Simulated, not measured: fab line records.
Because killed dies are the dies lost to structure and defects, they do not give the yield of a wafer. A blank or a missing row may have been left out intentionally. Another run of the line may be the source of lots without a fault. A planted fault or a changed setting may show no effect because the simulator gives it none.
Matching of chambers :: flow n5-finfet :: N5_BEOL_M8_STRIP_19 on rie-diel-05: 4 sister chambers
The step strips in O2. 4 wafers are shown with their chamber, then 10 later ones without.

## WAFERS, EACH WITH ITS CHAMBER
wafer: L076.2
chamber: 3
showerhead-plenum-p-Torr (Torr): 2.09

wafer: L089.4
chamber: 0
showerhead-plenum-p-Torr (Torr): 2.18

wafer: L089.6
chamber: 1
showerhead-plenum-p-Torr (Torr): 1.96

wafer: L090.4
chamber: 2
showerhead-plenum-p-Torr (Torr): 2.19

## WAFERS WITH NO CHAMBER GIVEN
wafer: L090.6
showerhead-plenum-p-Torr (Torr): 2.18

wafer: L091.1
showerhead-plenum-p-Torr (Torr): 2.19

wafer: L091.3
showerhead-plenum-p-Torr (Torr): 2.18

wafer: L091.6
showerhead-plenum-p-Torr (Torr): 2.18

wafer: L092.2
showerhead-plenum-p-Torr (Torr): 2.08

wafer: L092.4
showerhead-plenum-p-Torr (Torr): 2.08

wafer: L092.6
showerhead-plenum-p-Torr (Torr): 2.17

wafer: L097.2
showerhead-plenum-p-Torr (Torr): 2.07

wafer: L097.4
showerhead-plenum-p-Torr (Torr): 2.17

wafer: L097.6
showerhead-plenum-p-Torr (Torr): 2.21

## WHICH CHAMBER EACH WENT THROUGH
wafer: L090.6
from the rows above: can't be placed: 0 or 2
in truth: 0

wafer: L091.1
from the rows above: can't be placed: 2 or 0
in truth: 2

wafer: L091.3
from the rows above: can't be placed: 0 or 2
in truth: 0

wafer: L091.6
from the rows above: can't be placed: 0 or 2
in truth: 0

wafer: L092.2
from the rows above: 3
in truth: 3

wafer: L092.4
from the rows above: 3
in truth: 3

wafer: L092.6
from the rows above: can't be placed: 0 or 2
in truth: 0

wafer: L097.2
from the rows above: 3
in truth: 3

wafer: L097.4
from the rows above: can't be placed: 0 or 2
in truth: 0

wafer: L097.6
from the rows above: can't be placed: 2 or 0
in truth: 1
Correct placement for 3 of the 10. These rows do not allow placing 7 (true chamber among the candidates in 6). 0 placed wrongly.
How it was worked out, from the rows above alone: a wafer's distance from a chamber is the root of the sum, over the readings, of the square of ((its reading less the chamber's mean) divided by the reading's scatter). The wafer belongs to the nearest chamber; if the next one is less than 2 further off, it can't be placed. The mean given for a chamber averages the wafers shown for that chamber. The scatter: root of mean squared gap, hidden wafer to nearest shown wafer, with one shown wafer a chamber.
